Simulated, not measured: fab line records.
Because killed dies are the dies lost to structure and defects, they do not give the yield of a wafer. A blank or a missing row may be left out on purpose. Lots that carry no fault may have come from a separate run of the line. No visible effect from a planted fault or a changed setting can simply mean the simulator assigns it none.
fab line records	flow n5_finfet
[record] lots = 10	wafers = 30	last_day = 16
route steps=1938 shown TV_OPEN@1887 PAD_METAL@1893 PASSIVATION@1931
lots untouched by any fault: they come from a run of this same line in which no faults occurred
start_h: start of the lot's first displayed wafer, in hours after the record's first day	wait_h: hours since the lot's step before	" identical to the entry in the row above	L1.1+2: a single row standing in for several wafers	- no value, or no start given	* or withheld: withheld	< > ~ a bound
route shown NAME@n: a module of which the file shows steps, and the number in the route of the first	usual: mean/standard deviation taken from wafers without a fault	same: alike in all rows	chamber/n: place in a boat	sites: the reading at each site	_std_site: their standard deviation	_edge_site: outer sites' mean less inner sites'	radius_mm: for every site, how far away it sits from the centre of the wafer	mask NAME#n: copy n	behind: the last tool/chamber to shape the wafer	hold: what put the lot on hold/how long, in hours/how the hold closed	device: transistor that didn't switch, given as n, p or np	end of line: the tests these same wafers got at the end of their route	a step with no rows: only its recipe	killed: not the wafer's yield, but the dies lost to structure and defects at the first sort	map: a wafer's dies, marking killed ones x, the rest . and places with no die _
set.NAME: the setting as run; set.NAME@STEP: as run at that earlier step	model.NAME: the simulator's own value behind a step, which no gauge read
steps of the route over a sample of lots; a table a step, a row a wafer
services: the hour from which a tool's chamber was out of use, counted from the record's first day as start_h (under 0 if before that day), plus the number of hours and why
[[steps]]
[step N5_PASSIVATION_PASS_ETCH_74]
[recipe] chemistry = CF4/O2	target = SiNx	target_depth_a = 2200	time_s = 110	ion_energy_ev = 100	pressure_mtorr = 40	source_w = 535	bias_w = 49	Ar_flow_sccm = 100	cf4_flow_sccm = 100	O2_flow_sccm = 10
[usual] drypump_motor_current_A = 5.83/0.28	oes_ar_750_au = 0.79/0.083	oes_product_au = 0.79/0.09	rf_vpp_V = 241.4/2.2	showerhead_plenum_p_Torr = 2.21/0.066	throttle_valve_pct = 16.06/0.28
lot.wafer	tool	chamber	start_h	wait_h	drypump_motor_current_A	oes_ar_750_au	oes_product_au	rf_hours_counter_h	rf_vpp_V	showerhead_plenum_p_Torr	throttle_valve_pct
L728.3	rie_diel-02	0	284.84	0.0	6.08	0.74	0.73	193	241.2	2.19	16.28
L728.5	"	2	"	"	5.34	0.74	0.74	-	237.8	2.11	15.90
L728.6	"	3	"	"	5.60	0.93	0.95	-	238.4	2.25	15.80
L729.3	rie_diel-02	2	289.42	0.0	5.30	0.74	0.74	180	238.9	2.11	15.89
L729.4	"	0	"	"	6.09	0.73	0.72	-	240.6	2.19	16.28
L729.5	"	1	"	"	5.92	0.69	0.69	-	241.2	2.17	16.40
L730.2	rie_diel-06	3	289.93	0.0	6.17	0.76	0.77	120	240.7	2.13	16.17
L730.4	"	0	"	"	5.84	0.90	0.92	14	242.7	2.25	16.00
L730.5	"	2	"	"	5.77	0.71	0.71	-	244.2	2.27	16.26
L731.1	rie_diel-02	0	293.33	0.0	6.07	0.74	0.73	198	239.3	2.19	16.28
L731.3	"	1	"	"	5.90	0.69	0.68	250	240.8	2.17	16.40
L731.5	"	1	"	"	5.87	0.69	0.69	-	241.2	2.17	16.43
L741.2	rie_diel-06	3	349.39	0.0	6.13	0.75	0.74	141	242.9	2.12	16.20
L741.3	"	1	"	"	5.97	0.87	0.89	39	244.9	2.24	15.70
L741.6	"	2	"	"	5.77	0.70	0.69	-	244.1	2.27	16.27
L740.2	rie_diel-02	3	354.75	0.0	5.61	0.89	0.88	35	238.7	2.24	15.87
L740.4	"	1	"	"	5.88	0.92	0.92	9	239.9	2.16	15.95
L740.5	"	3	"	"	5.59	0.89	0.90	-	238.2	2.24	15.85
L744.1	rie_diel-06	1	354.81	0.0	5.95	0.86	0.89	41	244.4	2.24	15.70
L744.2	"	3	"	"	6.15	0.74	0.76	142	242.0	2.12	16.21
L744.6	"	2	"	"	5.78	0.70	0.70	-	243.5	2.27	16.30
L743.1	rie_diel-02	2	356.02	0.0	5.31	0.73	0.72	206	237.8	2.10	15.95
L743.3	"	0	"	"	6.07	0.71	0.70	222	242.2	2.18	16.33
L743.4	"	3	"	"	5.61	0.89	0.90	36	238.9	2.24	15.85
L746.2	rie_diel-04	2	372.74	0.0	5.82	0.84	0.85	75	241.1	2.14	15.43
L746.3	"	1	"	"	6.26	0.85	0.86	71	240.9	2.32	16.08
L746.6	"	0	"	"	5.81	0.72	0.73	-	240.1	2.27	16.44
L749.2	rie_diel-04	2	381.05	0.0	5.81	0.83	0.83	78	242.5	2.14	15.43
L749.3	"	3	"	"	5.47	0.96	0.96	7	240.2	2.17	15.81
L749.5	"	0	"	"	5.83	0.73	0.72	-	241.8	2.27	16.43
[step N5_PASSIVATION_DEGAS_18]
[recipe] ambient = vacuum	temp_c = 300	time_s = 60
[usual] heater_power_w = 485/54
lot.wafer	tool	chamber	start_h	wait_h	heater_power_w
L728.3	pvd_sputter-03	-	285.44	0.1	485
L728.5	"	-	"	"	580
L728.6	"	-	"	"	412
L729.3	pvd_sputter-01	-	290.19	0.3	404
L729.4	"	-	"	"	493
L729.5	"	-	"	"	482
L730.2	pvd_sputter-01	-	290.57	0.2	412
L730.4	"	-	"	"	504
L730.5	"	-	"	"	416
L731.1	pvd_sputter-03	-	294.21	0.4	412
L731.3	"	-	"	"	488
L731.5	"	-	"	"	406
L741.2	pvd_sputter-03	-	350.09	0.2	528
L741.3	"	-	"	"	574
L741.6	"	-	"	"	533
L740.2	pvd_sputter-03	-	355.88	0.7	592
L740.4	"	-	"	"	406
L740.5	"	-	"	"	588
L744.1	pvd_sputter-02	-	356.09	0.8	483
L744.2	"	-	"	"	519
L744.6	"	-	"	"	537
L743.1	pvd_sputter-02	-	357.17	0.7	434
L743.3	"	-	"	"	474
L743.4	"	-	"	"	527
L746.2	pvd_sputter-01	-	373.63	0.4	414
L746.3	"	-	"	"	410
L746.6	"	-	"	"	486
L749.2	pvd_sputter-02	-	383.06	1.5	528
L749.3	"	-	"	"	551
L749.5	"	-	"	"	425
[step N5_PASSIVATION_SPUTTER_20]
[recipe] material = TaN	target_thk_a = 500	temp_c = 25	chamber_pressure_pa = 0.4
[usual] throttle_valve_pct = 30.5/0.78
lot.wafer	tool	chamber	start_h	wait_h	throttle_valve_pct
L728.3	pvd_sputter-03	-	285.52	0.0	31.8
L728.5	"	-	"	"	31.3
L728.6	"	-	"	"	30.5
L729.3	pvd_sputter-01	-	290.27	0.0	29.7
L729.4	"	-	"	"	29.6
L729.5	"	-	"	"	30.9
L730.2	pvd_sputter-01	-	290.65	0.0	29.9
L730.4	"	-	"	"	29.4
L730.5	"	-	"	"	30.4
L731.1	pvd_sputter-03	-	294.29	0.0	30.6
L731.3	"	-	"	"	32.0
L731.5	"	-	"	"	30.5
L741.2	pvd_sputter-03	-	350.17	0.0	31.0
L741.3	"	-	"	"	31.2
L741.6	"	-	"	"	31.2
L740.2	pvd_sputter-03	-	355.96	0.0	31.2
L740.4	"	-	"	"	30.6
L740.5	"	-	"	"	31.2
L744.1	pvd_sputter-02	-	356.17	0.0	30.8
L744.2	"	-	"	"	29.2
L744.6	"	-	"	"	31.2
L743.1	pvd_sputter-02	-	357.25	0.0	30.0
L743.3	"	-	"	"	30.5
L743.4	"	-	"	"	29.5
L746.2	pvd_sputter-01	-	373.71	0.0	30.6
L746.3	"	-	"	"	29.9
L746.6	"	-	"	"	29.6
L749.2	pvd_sputter-02	-	383.14	0.0	29.0
L749.3	"	-	"	"	30.9
L749.5	"	-	"	"	29.8
[step N5_PASSIVATION_STRIP_48]
[recipe] chemistry = O2	power_w = 600	temp_c = 60	pressure_mtorr = 30	rf_frequency_hz = 6e+07	bias_power_w = 0	overash_fraction = 0.5	o2_flow_sccm = 225
[usual] drypump_motor_current_A = 5.9/0.49	o2_flow_sccm = 225.0/0.72	oes_product_au = 0.79/0.092	rf_vpp_V = 3.6/2.3	showerhead_plenum_p_Torr = 2.10/0.073	temp_c = 59.99/0.12	throttle_valve_pct = 16.58/0.2
lot.wafer	tool	chamber	start_h	wait_h	drypump_motor_current_A	o2_flow_sccm	oes_product_au	rf_hours_counter_h	rf_vpp_V	showerhead_plenum_p_Torr	temp_c	throttle_valve_pct
L728.3	rie_diel-05	0	288.93	0.1	5.2	226.2	0.96	1	4.3	2.15	59.90	16.40
L728.5	"	3	"	"	5.4	224.6	0.69	-	2.6	2.06	60.01	16.95
L728.6	"	0	"	"	5.2	225.6	0.98	-	1.5	2.15	59.85	16.44
L729.3	rie_diel-05	2	294.52	0.1	6.3	225.5	0.68	236	3.8	2.07	60.20	16.89
L729.4	"	0	"	"	5.2	225.9	0.93	3	5.4	2.15	60.04	16.33
L729.5	"	3	"	"	5.4	225.5	0.72	-	6.2	2.06	60.00	16.92
L730.2	rie_diel-03	2	294.78	0.1	6.6	223.7	0.68	249	5.7	2.14	60.06	17.03
L730.4	"	1	"	"	5.7	224.9	0.74	142	4.1	2.19	60.06	16.40
L730.5	"	1	"	"	5.7	224.8	0.76	-	0.6	2.19	59.95	16.43
L731.1	rie_diel-01	1	297.41	0.1	6.1	226.5	0.68	236	6.7	1.98	59.93	16.60
L731.3	"	0	"	"	5.5	225.7	0.86	37	2.2	2.13	60.00	16.09
L731.5	"	3	"	"	5.1	225.0	0.78	-	2.6	2.19	60.12	16.40
L741.2	rie_diel-03	3	353.41	0.1	6.3	225.8	0.70	192	7.3	1.99	59.79	16.67
L741.3	"	2	"	"	6.6	224.4	0.95	3	2.2	2.14	59.80	16.57
L741.6	"	0	"	"	6.3	223.4	0.80	-	0.8	2.03	59.91	16.72
L740.2	rie_diel-03	2	359.14	0.1	6.6	223.5	0.89	6	5.9	2.14	59.30	16.57
L740.4	"	0	"	"	6.3	225.5	0.83	92	5.7	2.03	59.08	16.63
L740.5	"	1	"	"	5.7	224.2	0.70	-	2.2	2.18	59.24	16.44
L744.1	rie_diel-01	2	359.18	0.1	5.3	225.6	0.77	142	2.8	2.20	59.86	16.55
L744.2	"	0	"	"	5.5	226.7	0.82	58	2.5	2.13	60.27	16.11
L744.6	"	2	"	"	5.3	225.6	0.76	-	2.2	2.20	59.75	16.60
L743.1	rie_diel-03	1	360.24	0.1	5.7	224.8	0.73	168	5.5	2.18	59.03	16.46
L743.3	"	2	"	"	6.6	225.1	0.93	6	3.7	2.14	58.90	16.62
L743.4	"	3	"	"	6.3	225.0	0.71	195	3.8	1.99	58.94	16.66
L746.2	rie_diel-01	0	376.88	0.1	5.4	224.1	0.82	64	7.8	2.13	60.14	16.12
L746.3	"	3	"	"	5.1	224.9	0.73	140	2.3	2.18	59.84	16.56
L746.6	"	2	"	"	5.3	225.4	0.77	-	3.2	2.20	59.82	16.55
L749.2	rie_diel-01	2	386.22	0.1	5.3	223.7	0.77	152	1.9	2.20	60.18	16.61
L749.3	"	3	"	"	5.1	224.3	0.72	143	6.0	2.18	60.08	16.46
L749.5	"	2	"	"	5.4	223.8	0.75	-	4.1	2.20	60.07	16.63
[step N5_PASSIVATION_PROBE_49]
[usual] defect_limited_yield = 91.0/1.5	killed_at_M0_to_M3 = 36/12	killed_at_M4_up = 14/5.5	killed_at_contacts = 11/4.8	killed_at_front_end = 42/12	killed_at_other = 3.7/2.7	killed_dies = 106/18	killed_open = 70/13	killed_short = 35/8.2	sort_bin_5_function = 5.3/1	sort_bin_6_memory = 3.3/0.69	sort_bin_8_speed = 0.00/0.007	sort_n_pass = 1074/18	sort_yield_pct = 91.0/1.5
[same] gross_dies = 1180	killed_at_back_side = 0	sort_bin_4_leakage[%] = 0
lot.wafer	tool	chamber	start_h	wait_h	defect_limited_yield[%]	killed_at_M0_to_M3	killed_at_M4_up	killed_at_contacts	killed_at_front_end	killed_at_other	killed_dies	killed_open	killed_short	sort_bin_5_function[%]	sort_bin_6_memory[%]	sort_bin_8_speed[%]	sort_n_pass	sort_yield_pct[%]
L728.3	prober-02	-	291.54	0.1	91.9	21	24	13	36	2	96	59	33	4.8	3.0	0	1084	91.9
L728.5	prober-02	-	291.64	0.2	90.4	38	13	13	49	0	113	74	38	5.5	3.6	0	1067	90.4
L728.6	prober-02	-	291.69	0.3	92.7	23	20	11	30	2	86	61	24	4.3	2.7	0	1094	92.7
L729.3	prober-01	-	297.13	0.1	88.9	32	15	23	55	6	131	81	47	7.0	3.4	0	1049	88.9
L729.4	prober-01	-	297.18	0.2	87.5	23	22	22	75	6	148	93	53	7.5	4.4	0	1032	87.5
L729.5	prober-01	-	297.23	0.2	90.8	41	9	15	42	2	109	76	31	5.3	3.7	0	1071	90.8
L743.1	prober-01	-	363.64	0.0	90.3	39	24	7	44	1	115	62	47	6.2	3.1	0	1065	90.3
L743.3	prober-01	-	363.74	0.1	91.2	36	20	5	39	4	104	66	34	4.5	3.9	0	1076	91.2
L743.4	prober-01	-	363.79	0.2	92.7	15	22	4	44	1	86	55	27	4.2	2.9	0	1094	92.7
// killed by level:class
L728.3 BEOL_M4:geometric_particle:open=12 MOL_CONTACT_COAG:geometric_particle:open=11 FIN_SAQP:geometric_particle:short=10 BEOL_M0_SAQP:geometric_particle:open=7 FIN_SAQP:geometric_particle:open=6 BEOL_M0_SAQP:geometric_particle:short=6 DUMMY_GATE:geometric_particle:open=5 STI_FIN_REVEAL:geometric_particle:open=3
L728.5 FIN_SAQP:geometric_particle:open=15 BEOL_M1:geometric_particle:open=12 FIN_SAQP:geometric_particle:short=11 MOL_CONTACT_COAG:geometric_particle:open=11 BEOL_M0_SAQP:geometric_particle:short=10 BEOL_M0_SAQP:geometric_particle:open=6 BEOL_M2:geometric_particle:open=5 BEOL_M4:geometric_particle:open=5
L728.6 BEOL_M4:geometric_particle:open=12 MOL_CONTACT_COAG:geometric_particle:open=10 BEOL_M1:geometric_particle:open=7 BEOL_M0_SAQP:geometric_particle:open=6 STI_FIN_REVEAL:geometric_particle:open=5 BEOL_M0_SAQP:geometric_particle:short=5 FIN_SAQP:geometric_particle:open=4 DUMMY_GATE:geometric_particle:open=4
L729.3 MOL_CONTACT_COAG:geometric_particle:open=14 FIN_SAQP:geometric_particle:open=11 MOL_CONTACT_COAG:geometric_particle:short=9 FIN_SAQP:geometric_particle:short=8 DUMMY_GATE:geometric_particle:open=7 BEOL_M3:geometric_particle:open=7 BEOL_M4:geometric_particle:open=6 BEOL_M2:geometric_particle:open=6
L729.4 FIN_SAQP:geometric_particle:open=24 FIN_SAQP:geometric_particle:short=22 MOL_CONTACT_COAG:geometric_particle:open=16 BEOL_M4:geometric_particle:open=12 BEOL_M3:geometric_particle:open=10 MOL_CONTACT_COAG:geometric_particle:short=6 STI_FIN_REVEAL:geometric_particle:open=5 GATE_CUT:geometric_particle:short=4
L729.5 BEOL_M2:geometric_particle:open=16 FIN_SAQP:geometric_particle:open=12 MOL_CONTACT_COAG:geometric_particle:open=12 FIN_SAQP:geometric_particle:short=9 BEOL_M0_SAQP:geometric_particle:open=7 STI_FIN_REVEAL:geometric_particle:open=5 BEOL_M3:geometric_particle:open=5 DUMMY_GATE:geometric_particle:open=4
L743.1 FIN_SAQP:geometric_particle:short=16 BEOL_M0_SAQP:geometric_particle:short=11 BEOL_M4:geometric_particle:open=10 BEOL_M2:geometric_particle:open=8 GATE_CUT:geometric_particle:short=7 BEOL_M0_SAQP:geometric_particle:open=7 MOL_CONTACT_COAG:geometric_particle:open=6 FIN_SAQP:geometric_particle:open=4
L743.3 BEOL_M0_SAQP:geometric_particle:short=11 FIN_SAQP:geometric_particle:short=9 BEOL_M2:geometric_particle:open=9 BEOL_M4:geometric_particle:open=8 FIN_SAQP:geometric_particle:open=6 BEOL_M5:geometric_particle:open=5 FIN_CUT:geometric_particle:open=4 GATE_CUT:geometric_particle:open=4
L743.4 BEOL_M4:geometric_particle:open=10 FIN_SAQP:geometric_particle:open=7 GATE_CUT:geometric_particle:short=6 GATE_CUT:geometric_particle:open=6 FIN_SAQP:geometric_particle:short=5 DUMMY_GATE:geometric_particle:open=5 MOL_CONTACT_COAG:geometric_particle:open=4 BEOL_M0_SAQP:geometric_particle:open=4
[[services]]
tool	chamber	start_h	hours	kind
rie_diel-04	-	270.47	28.1	pm
rie_diel-02	3	286.50	12.4	repair
rie_diel-02	1	298.96	-	clean
rie_diel-02	1	298.96	-	consumable_replace:focus_ring
rie_diel-02	1	298.96	24.0	scheduled_down
rie_diel-02	1	298.96	24.0	vent_cycle
rie_diel-04	2	300.05	8.2	repair
rie_diel-01	1	300.08	2.1	repair
rie_diel-03	-	306.71	2.8	pm
rie_diel-06	2	315.03	5.0	repair
rie_diel-03	2	315.09	11.2	repair
rie_diel-03	2	326.38	-	clean
rie_diel-03	2	326.38	-	consumable_replace:focus_ring
rie_diel-03	2	326.38	17.9	scheduled_down
rie_diel-03	2	326.38	17.9	vent_cycle
rie_diel-05	3	331.50	3.1	repair
rie_diel-04	2	334.34	3.7	repair
rie_diel-01	1	337.69	-	clean
rie_diel-01	1	337.69	-	consumable_replace:focus_ring
rie_diel-01	1	337.69	-	consumable_replace:showerhead
rie_diel-01	1	337.69	13.0	scheduled_down
rie_diel-01	0	338.64	8.2	repair
rie_diel-06	2	364.29	10.0	repair
rie_diel-06	-	368.95	1.7	repair
[[key]]
[first_sign] step = N5_PASSIVATION_STRIP_48	reading = temp_c	direction = down	sigmas = 7.4	usual = *	struck = *
effect none on later readings
met_at N5_PASSIVATION_STRIP_48
struck_lots L740,L743
not_acting_at N5_PASSIVATION_PASS_ETCH_74,N5_PASSIVATION_DEGAS_18,N5_PASSIVATION_SPUTTER_20
onset_between 353.41 359.14
[fault] kind = process_parameter_drift	tool = rie_diel-03	chamber = -	onset_h = 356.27	steps = N5_PASSIVATION_STRIP_48	channel = temp_c	offset = *	shape = step	end_h = 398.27	acts_in = *	stated = *
